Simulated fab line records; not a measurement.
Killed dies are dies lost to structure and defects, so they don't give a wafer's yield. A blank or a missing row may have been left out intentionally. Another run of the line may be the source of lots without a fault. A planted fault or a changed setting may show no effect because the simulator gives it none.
Chamber matching :: flow n5_finfet :: 4 sister chambers for N5_MOL_CONTACT_COAG_CMP_52 on cmp-02
The step polishes, stops on SiO2, t overpolish 1.5 s, target thk 66.5 nm. 8 wafers are shown with their chamber, then 11 later ones without.

WAFERS, EACH WITH ITS CHAMBER
wafer: L080.2
chamber: 3
motor_current_A (A): 12.1
time_to_endpoint_s (s): 16.6

wafer: L080.4
chamber: 2
motor_current_A (A): 14.8
time_to_endpoint_s (s): 14.1

wafer: L080.5
chamber: 3
motor_current_A (A): 11.3
time_to_endpoint_s (s): 16.5

wafer: L081.1
chamber: 2
motor_current_A (A): 15.3
time_to_endpoint_s (s): 11.6

wafer: L083.6
chamber: 0
motor_current_A (A): 12.7
time_to_endpoint_s (s): 7.3

wafer: L084.2
chamber: 0
motor_current_A (A): 12.4
time_to_endpoint_s (s): 10.8

wafer: L084.5
chamber: 1
motor_current_A (A): 11.7
time_to_endpoint_s (s): 15.5

wafer: L085.3
chamber: 1
motor_current_A (A): 11.8
time_to_endpoint_s (s): 12.8

WAFERS WITH NO CHAMBER GIVEN
wafer: L085.5
motor_current_A (A): 12.7
time_to_endpoint_s (s): 10.4

wafer: L085.6
motor_current_A (A): 11.7
time_to_endpoint_s (s): 14.4

wafer: L087.2
motor_current_A (A): 15.8
time_to_endpoint_s (s): 13.1

wafer: L087.3
motor_current_A (A): 11.8
time_to_endpoint_s (s): 14.7

wafer: L087.5
motor_current_A (A): 15.1
time_to_endpoint_s (s): 13.0

wafer: L088.1
motor_current_A (A): 15.1
time_to_endpoint_s (s): 11.9

wafer: L088.4
motor_current_A (A): 12.8
time_to_endpoint_s (s): 12.6

wafer: L088.5
motor_current_A (A): 15.6
time_to_endpoint_s (s): 17.7

wafer: L090.1
motor_current_A (A): 11.9
time_to_endpoint_s (s): 18.8

wafer: L090.3
motor_current_A (A): 10.7
time_to_endpoint_s (s): 15.7

wafer: L090.5
motor_current_A (A): 12.8
time_to_endpoint_s (s): 12.7

CHAMBER TAKEN BY EACH
wafer: L085.5
from the rows above: 0
in truth: 0

wafer: L085.6
from the rows above: can't be placed: 1 or 3
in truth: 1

wafer: L087.2
from the rows above: 2
in truth: 2

wafer: L087.3
from the rows above: can't be placed: 1 or 3
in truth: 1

wafer: L087.5
from the rows above: 2
in truth: 2

wafer: L088.1
from the rows above: 2
in truth: 2

wafer: L088.4
from the rows above: can't be placed: 0 or 1 or 3
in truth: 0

wafer: L088.5
from the rows above: 2
in truth: 2

wafer: L090.1
from the rows above: can't be placed: 3 or 1
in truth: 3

wafer: L090.3
from the rows above: can't be placed: 3 or 1
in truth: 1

wafer: L090.5
from the rows above: can't be placed: 0 or 1 or 3
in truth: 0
Correctly placed: 5 of 11. Cannot be placed on the basis of these rows: 6; the candidates contain the true chamber in 6. 0 placed wrongly.
How it was worked out, from the rows above alone: a wafer's distance from a chamber is the root of the sum, over the readings, of the square of ((its reading less the chamber's mean) divided by the reading's scatter). The wafer belongs to the nearest chamber; if the next one is less than 2 further off, it can't be placed. For every chamber, the mean is computed from those of its wafers that are shown. The scatter: take each reading less its chamber's mean, square it, sum over the shown wafers, divide by the number of wafers less the number of chambers, and take the root.
